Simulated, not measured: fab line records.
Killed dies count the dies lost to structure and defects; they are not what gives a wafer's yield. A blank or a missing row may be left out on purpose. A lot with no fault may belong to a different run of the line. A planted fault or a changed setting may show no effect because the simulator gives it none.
Chamber matching ; flow n5_finfet ; 4 sister chambers for N5_MOL_CONTACT_COAG_STRIP_98 on rie_diel-02
The step strips in N2/H2. 8 wafers are shown with their chamber, then 8 later ones without.

== WAFERS, EACH WITH ITS CHAMBER ==
wafer;chamber;showerhead_plenum_p_Torr (Torr);throttle_valve_pct (%)
L076.5;1;3.30;19.0
L078.2;0;3.36;19.1
L078.5;2;3.31;19.5
L078.6;3;3.51;18.6
L083.1;0;3.36;19.2
L083.3;3;3.50;18.7
L083.4;1;3.29;19.0
L086.3;2;3.30;19.5

== WAFERS MISSING THEIR CHAMBER ==
wafer;showerhead_plenum_p_Torr (Torr);throttle_valve_pct (%)
L086.4;3.50;18.7
L086.5;3.36;19.2
L087.3;3.50;18.7
L087.4;3.50;18.7
L087.5;3.36;19.2
L097.2;3.29;19.6
L097.4;3.28;19.1
L097.5;3.34;19.2

== WHICH CHAMBER EACH WENT THROUGH ==
wafer;from the rows above;in truth
L086.4;3;3
L086.5;0;0
L087.3;3;3
L087.4;3;3
L087.5;0;0
L097.2;2;2
L097.4;1;1
L097.5;0;0
Correct placement for 8 of the 8. Number that these rows cannot place: 0. Placed wrongly: 0.
How it was worked out, from the rows above alone: a wafer's distance from a chamber is the root of the sum, over the readings, of the square of ((its reading less the chamber's mean) divided by the reading's scatter). The wafer belongs to the nearest chamber; if the next one is less than 2 further off, it can't be placed. For every chamber, the mean is computed from those of its wafers that are shown. The scatter: the root of (the sum of the squares of (reading less its chamber's mean) over the shown wafers, divided by (wafers less chambers)).
